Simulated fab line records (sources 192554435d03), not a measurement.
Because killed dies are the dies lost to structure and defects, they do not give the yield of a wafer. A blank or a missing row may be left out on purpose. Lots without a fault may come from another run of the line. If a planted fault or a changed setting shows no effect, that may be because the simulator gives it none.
Split-lot study :: flow n5_finfet :: 39 wafers read from 7 lots, route of 1938 steps

== THE SPLIT ITSELF ==
At N5_DUMMY_GATE_ETCH_37 (etches SOC in N2/H2, target depth 60 nm, overetch 30 nm), the setting source_w was moved away from the recipe's 840 W on 15 of the 39 wafers read, by -19.1% to +9.5%. The other wafers ran this setting at the recipe's value.

The split's own step is where the reading is taken.

== THE READING ==
rf_vpp_V, in V, at N5_DUMMY_GATE_ETCH_37 (etches SOC in N2/H2, target depth 60 nm, overetch 30 nm). Typical for fault-free wafers on this fab line: 524.6 V, with standard deviation 2.3 V.

wafer: L075.1
tool, chamber at the split: rie_diel-02, 0
source_w as run, W: 711.2
against the recipe: -15.3%
rf_vpp_V, V: 554.6
against lot-mates on the recipe: +29.6

wafer: L075.2
tool, chamber at the split: rie_diel-02, 2
source_w as run, W: 711.2
against the recipe: -15.3%
rf_vpp_V, V: 556.8
against lot-mates on the recipe: +31.8

wafer: L075.3
tool, chamber at the split: rie_diel-02, 2
source_w as run, W: 840
against the recipe: recipe
rf_vpp_V, V: 525.3
against lot-mates on the recipe: -

wafer: L075.4
tool, chamber at the split: rie_diel-02, 0
source_w as run, W: 840
against the recipe: recipe
rf_vpp_V, V: 525.7
against lot-mates on the recipe: -

wafer: L075.5
tool, chamber at the split: rie_diel-02, 2
source_w as run, W: 711.2
against the recipe: -15.3%
rf_vpp_V, V: 554.9
against lot-mates on the recipe: +29.9

wafer: L075.6
tool, chamber at the split: rie_diel-02, 0
source_w as run, W: 840
against the recipe: recipe
rf_vpp_V, V: 523.9
against lot-mates on the recipe: -

wafer: L076.1
tool, chamber at the split: rie_diel-05, 3
source_w as run, W: 919.8
against the recipe: +9.5%
rf_vpp_V, V: 512.3
against lot-mates on the recipe: -14.0

wafer: L076.2
tool, chamber at the split: rie_diel-05, 0
source_w as run, W: 840
against the recipe: recipe
rf_vpp_V, V: 527.8
against lot-mates on the recipe: -

wafer: L076.3
tool, chamber at the split: rie_diel-05, 1
source_w as run, W: 919.8
against the recipe: +9.5%
rf_vpp_V, V: 508.3
against lot-mates on the recipe: -18.0

wafer: L076.4
tool, chamber at the split: rie_diel-05, 1
source_w as run, W: 840
against the recipe: recipe
rf_vpp_V, V: 525.2
against lot-mates on the recipe: -

wafer: L076.5
tool, chamber at the split: rie_diel-05, 3
source_w as run, W: 919.8
against the recipe: +9.5%
rf_vpp_V, V: 511.9
against lot-mates on the recipe: -14.4

wafer: L076.6
tool, chamber at the split: rie_diel-05, 0
source_w as run, W: 840
against the recipe: recipe
rf_vpp_V, V: 525.8
against lot-mates on the recipe: -

wafer: L080.1
tool, chamber at the split: rie_diel-02, 2
source_w as run, W: 840
against the recipe: recipe
rf_vpp_V, V: 526.3
against lot-mates on the recipe: -

wafer: L080.2
tool, chamber at the split: rie_diel-02, 3
source_w as run, W: 701.7
against the recipe: -16.5%
rf_vpp_V, V: 553.6
against lot-mates on the recipe: +29.4

wafer: L080.3
tool, chamber at the split: rie_diel-02, 1
source_w as run, W: 701.7
against the recipe: -16.5%
rf_vpp_V, V: 562.0
against lot-mates on the recipe: +37.8

wafer: L080.4
tool, chamber at the split: rie_diel-02, 0
source_w as run, W: 840
against the recipe: recipe
rf_vpp_V, V: 523.9
against lot-mates on the recipe: -

wafer: L080.5
tool, chamber at the split: rie_diel-02, 3
source_w as run, W: 840
against the recipe: recipe
rf_vpp_V, V: 522.4
against lot-mates on the recipe: -

wafer: L080.6
tool, chamber at the split: rie_diel-02, 0
source_w as run, W: 701.7
against the recipe: -16.5%
rf_vpp_V, V: 557.0
against lot-mates on the recipe: +32.8

wafer: L081.1
tool, chamber at the split: rie_diel-02, 3
source_w as run, W: 840
against the recipe: recipe
rf_vpp_V, V: 522.6
against lot-mates on the recipe: -

wafer: L081.2
tool, chamber at the split: rie_diel-02, 0
source_w as run, W: 693
against the recipe: -17.5%
rf_vpp_V, V: 559.2
against lot-mates on the recipe: +32.4

wafer: L081.3
tool, chamber at the split: rie_diel-02, 2
source_w as run, W: 693
against the recipe: -17.5%
rf_vpp_V, V: 558.2
against lot-mates on the recipe: +31.4

wafer: L081.4
tool, chamber at the split: rie_diel-02, 1
source_w as run, W: 840
against the recipe: recipe
rf_vpp_V, V: 528.8
against lot-mates on the recipe: -

wafer: L081.5
tool, chamber at the split: rie_diel-02, 1
source_w as run, W: 840
against the recipe: recipe
rf_vpp_V, V: 528.9
against lot-mates on the recipe: -

wafer: L081.6
tool, chamber at the split: rie_diel-02, 2
source_w as run, W: 693
against the recipe: -17.5%
rf_vpp_V, V: 560.0
against lot-mates on the recipe: +33.2

wafer: L091.1
tool, chamber at the split: rie_diel-06, 3
source_w as run, W: 679.7
against the recipe: -19.1%
rf_vpp_V, V: 559.5
against lot-mates on the recipe: +37.5

wafer: L091.2
tool, chamber at the split: rie_diel-06, 2
source_w as run, W: 840
against the recipe: recipe
rf_vpp_V, V: 521.9
against lot-mates on the recipe: -

wafer: L091.3
tool, chamber at the split: rie_diel-06, 1
source_w as run, W: 679.7
against the recipe: -19.1%
rf_vpp_V, V: 560.5
against lot-mates on the recipe: +38.5

wafer: L091.4
tool, chamber at the split: rie_diel-06, 0
source_w as run, W: 679.7
against the recipe: -19.1%
rf_vpp_V, V: 560.7
against lot-mates on the recipe: +38.7

wafer: L091.5
tool, chamber at the split: rie_diel-06, 2
source_w as run, W: 840
against the recipe: recipe
rf_vpp_V, V: 522.3
against lot-mates on the recipe: -

wafer: L091.6
tool, chamber at the split: rie_diel-06, 3
source_w as run, W: 840
against the recipe: recipe
rf_vpp_V, V: 521.7
against lot-mates on the recipe: -

wafer: L094.1
tool, chamber at the split: rie_diel-05, 2
source_w as run, W: 840
against the recipe: recipe
rf_vpp_V, V: 520.6
against lot-mates on the recipe: -

wafer: L094.2
tool, chamber at the split: rie_diel-05, 1
source_w as run, W: 840
against the recipe: recipe
rf_vpp_V, V: 524.9
against lot-mates on the recipe: -

wafer: L094.3
tool, chamber at the split: rie_diel-05, 0
source_w as run, W: 840
against the recipe: recipe
rf_vpp_V, V: 527.2
against lot-mates on the recipe: -

wafer: L094.4
tool, chamber at the split: rie_diel-05, 3
source_w as run, W: 840
against the recipe: recipe
rf_vpp_V, V: 526.7
against lot-mates on the recipe: -

wafer: L094.5
tool, chamber at the split: rie_diel-05, 0
source_w as run, W: 840
against the recipe: recipe
rf_vpp_V, V: 527.8
against lot-mates on the recipe: -

wafer: L094.6
tool, chamber at the split: rie_diel-05, 3
source_w as run, W: 840
against the recipe: recipe
rf_vpp_V, V: 525.1
against lot-mates on the recipe: -

wafer: L097.1
tool, chamber at the split: rie_diel-06, 3
source_w as run, W: 840
against the recipe: recipe
rf_vpp_V, V: 520.5
against lot-mates on the recipe: -

wafer: L097.4
tool, chamber at the split: rie_diel-06, 1
source_w as run, W: 840
against the recipe: recipe
rf_vpp_V, V: 522.5
against lot-mates on the recipe: -

wafer: L097.6
tool, chamber at the split: rie_diel-06, 0
source_w as run, W: 840
against the recipe: recipe
rf_vpp_V, V: 523.9
against lot-mates on the recipe: -

FIT RESULTS
A straight line over all 39 wafers: rf_vpp_V changes by -1.88 V for each +1% of source_w; r = -0.99; the points scatter about the line by 2.6 V.
The same after taking each lot's own level away (the mean of its wafers on the recipe; 39 wafers): -1.92 V for each +1%; r = -0.99; scatter 2.1 V.
According to that fit, moving source_w by its largest amount changes the reading by 37 V.
The lots' own levels span 521.97 to 526.77 V, that is 2.1 times the standard deviation above.
Hence the lot-to-lot level has little effect on the slope; both slopes agree.
Check: with one of the wafers moved furthest among these (-19.1%) left out of the fit, the line predicts +37.1 V for it against its lot-mates. Against them it came out at +37.5 V.
Tool readings at the split's step, against how far the setting was moved: rf_vpp_V r = -0.99.

== OTHER SPLITS APPLIED TO THESE WAFERS ==
These wafers also went through other splits before the reading. Each is held against what the fit with the lots' levels taken away leaves over:
other split on the same wafers: N5_WELL_APT_EPI_41 target_thk_a
wafers away from the commonest value: 15
r with rf_vpp_V (lot level and that fit taken away): -0.02

== THE WHOLE CHAIN: every reading that the file lists as answering this split, in the file's order ==
step: N5_DUMMY_GATE_ETCH_37
what it does: etches SOC in N2/H2, target depth 60 nm, overetch 30 nm
reading: rf_vpp_V
change (the file's fit): -1.94 V for each +1% of the setting
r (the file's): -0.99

step: N5_DUMMY_GATE_ETCH_37
what it does: etches SOC in N2/H2, target depth 60 nm, overetch 30 nm
reading: SiARC_of_DUMMY_GATE_COAT_35.thk_nm (the simulator's own value, which no gauge read)
change (the file's fit): -0.0275 nm for each +1% of the setting
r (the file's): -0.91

== FILE'S OWN FIT ==
rf_vpp_V changes by -1.94 V for each +1% of source_w, r = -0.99.
